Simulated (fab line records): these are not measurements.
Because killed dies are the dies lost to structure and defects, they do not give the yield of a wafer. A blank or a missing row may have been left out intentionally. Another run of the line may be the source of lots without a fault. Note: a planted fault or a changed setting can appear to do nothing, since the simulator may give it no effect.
Chamber matching / flow nand_harc / rie_diel-04 running NHARC_A_CONTACT_ETCH_48: 4 sister chambers
The step etches the open film in CF4, target depth 39 nm, time 65 s. 20 wafers are shown with their chamber, then 10 later ones without.

== EACH WAFER AND ITS CHAMBER ==
wafer=L075.1; chamber=1; drypump_motor_current_A (A)=6.7; showerhead_plenum_p_Torr (Torr)=1.81; oes_product_au (a.u.)=0.996
wafer=L075.2; chamber=0; drypump_motor_current_A (A)=6.1; showerhead_plenum_p_Torr (Torr)=1.65; oes_product_au (a.u.)=1.001
wafer=L075.4; chamber=3; drypump_motor_current_A (A)=6.0; showerhead_plenum_p_Torr (Torr)=1.72; oes_product_au (a.u.)=0.999
wafer=L077.1; chamber=1; drypump_motor_current_A (A)=6.8; showerhead_plenum_p_Torr (Torr)=1.81; oes_product_au (a.u.)=0.999
wafer=L077.3; chamber=2; drypump_motor_current_A (A)=6.3; showerhead_plenum_p_Torr (Torr)=1.70; oes_product_au (a.u.)=0.995
wafer=L077.5; chamber=0; drypump_motor_current_A (A)=6.1; showerhead_plenum_p_Torr (Torr)=1.65; oes_product_au (a.u.)=1.000
wafer=L079.1; chamber=1; drypump_motor_current_A (A)=6.7; showerhead_plenum_p_Torr (Torr)=1.81; oes_product_au (a.u.)=0.993
wafer=L079.4; chamber=3; drypump_motor_current_A (A)=6.0; showerhead_plenum_p_Torr (Torr)=1.71; oes_product_au (a.u.)=1.018
wafer=L079.5; chamber=1; drypump_motor_current_A (A)=6.7; showerhead_plenum_p_Torr (Torr)=1.81; oes_product_au (a.u.)=0.992
wafer=L084.1; chamber=3; drypump_motor_current_A (A)=6.0; showerhead_plenum_p_Torr (Torr)=1.71; oes_product_au (a.u.)=0.996
wafer=L084.3; chamber=0; drypump_motor_current_A (A)=6.1; showerhead_plenum_p_Torr (Torr)=1.90; oes_product_au (a.u.)=1.001
wafer=L084.6; chamber=3; drypump_motor_current_A (A)=6.0; showerhead_plenum_p_Torr (Torr)=1.71; oes_product_au (a.u.)=1.002
wafer=L086.2; chamber=2; drypump_motor_current_A (A)=6.3; showerhead_plenum_p_Torr (Torr)=1.69; oes_product_au (a.u.)=0.989
wafer=L086.4; chamber=0; drypump_motor_current_A (A)=6.1; showerhead_plenum_p_Torr (Torr)=1.90; oes_product_au (a.u.)=0.999
wafer=L086.6; chamber=0; drypump_motor_current_A (A)=6.1; showerhead_plenum_p_Torr (Torr)=1.90; oes_product_au (a.u.)=1.008
wafer=L088.2; chamber=2; drypump_motor_current_A (A)=6.3; showerhead_plenum_p_Torr (Torr)=1.69; oes_product_au (a.u.)=0.998
wafer=L088.4; chamber=0; drypump_motor_current_A (A)=6.1; showerhead_plenum_p_Torr (Torr)=1.90; oes_product_au (a.u.)=0.992
wafer=L088.5; chamber=0; drypump_motor_current_A (A)=6.1; showerhead_plenum_p_Torr (Torr)=1.90; oes_product_au (a.u.)=0.984
wafer=L090.2; chamber=0; drypump_motor_current_A (A)=6.1; showerhead_plenum_p_Torr (Torr)=1.90; oes_product_au (a.u.)=0.998
wafer=L090.3; chamber=3; drypump_motor_current_A (A)=6.0; showerhead_plenum_p_Torr (Torr)=1.70; oes_product_au (a.u.)=1.002

SIGNATURES, as means of the wafers listed above
reading=drypump_motor_current_A; chamber 0=6.100; chamber 1=6.725; chamber 2=6.300; chamber 3=6.000; scatter within a chamber=0.0217
reading=showerhead_plenum_p_Torr; chamber 0=1.8375; chamber 1=1.8100; chamber 2=1.6933; chamber 3=1.7100; scatter within a chamber=0.0767
reading=oes_product_au; chamber 0=0.99787; chamber 1=0.99500; chamber 2=0.99400; chamber 3=1.00340; scatter within a chamber=0.0067
Rule: distance of a wafer from a chamber = root of the sum over the readings of ((wafer's reading minus chamber's mean) / reading's scatter) squared. The wafer belongs to the nearest chamber; if the next one is less than 2 further off, it can't be placed. How the scatter is found: for the shown wafers, subtract from each reading the mean of its chamber, square and add these, divide the total by (wafers less chambers), then take the root.

== WAFERS WITHOUT THEIR CHAMBER ==
wafer=L090.4; drypump_motor_current_A (A)=6.3; showerhead_plenum_p_Torr (Torr)=1.69; oes_product_au (a.u.)=0.998
wafer=L092.1; drypump_motor_current_A (A)=6.3; showerhead_plenum_p_Torr (Torr)=1.69; oes_product_au (a.u.)=0.998
wafer=L092.3; drypump_motor_current_A (A)=6.0; showerhead_plenum_p_Torr (Torr)=1.70; oes_product_au (a.u.)=1.009
wafer=L092.6; drypump_motor_current_A (A)=6.0; showerhead_plenum_p_Torr (Torr)=1.89; oes_product_au (a.u.)=1.013
wafer=L096.2; drypump_motor_current_A (A)=6.4; showerhead_plenum_p_Torr (Torr)=1.68; oes_product_au (a.u.)=1.006
wafer=L096.5; drypump_motor_current_A (A)=6.4; showerhead_plenum_p_Torr (Torr)=1.68; oes_product_au (a.u.)=1.001
wafer=L096.6; drypump_motor_current_A (A)=6.0; showerhead_plenum_p_Torr (Torr)=1.70; oes_product_au (a.u.)=1.011
wafer=L097.1; drypump_motor_current_A (A)=6.0; showerhead_plenum_p_Torr (Torr)=1.70; oes_product_au (a.u.)=0.994
wafer=L097.4; drypump_motor_current_A (A)=6.7; showerhead_plenum_p_Torr (Torr)=1.79; oes_product_au (a.u.)=1.007
wafer=L097.5; drypump_motor_current_A (A)=6.0; showerhead_plenum_p_Torr (Torr)=1.70; oes_product_au (a.u.)=0.999

== CHAMBER TAKEN BY EACH ==
wafer=L090.4; from the rows above=2; in truth=2
wafer=L092.1; from the rows above=2; in truth=2
wafer=L092.3; from the rows above=3; in truth=3
wafer=L092.6; from the rows above=3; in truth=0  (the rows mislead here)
wafer=L096.2; from the rows above=2; in truth=2
wafer=L096.5; from the rows above=2; in truth=2
wafer=L096.6; from the rows above=3; in truth=3
wafer=L097.1; from the rows above=3; in truth=3
wafer=L097.4; from the rows above=1; in truth=1
wafer=L097.5; from the rows above=3; in truth=3
Correct placement for 9 of the 10. From these rows, 0 cannot be placed. Number placed wrongly: 1.
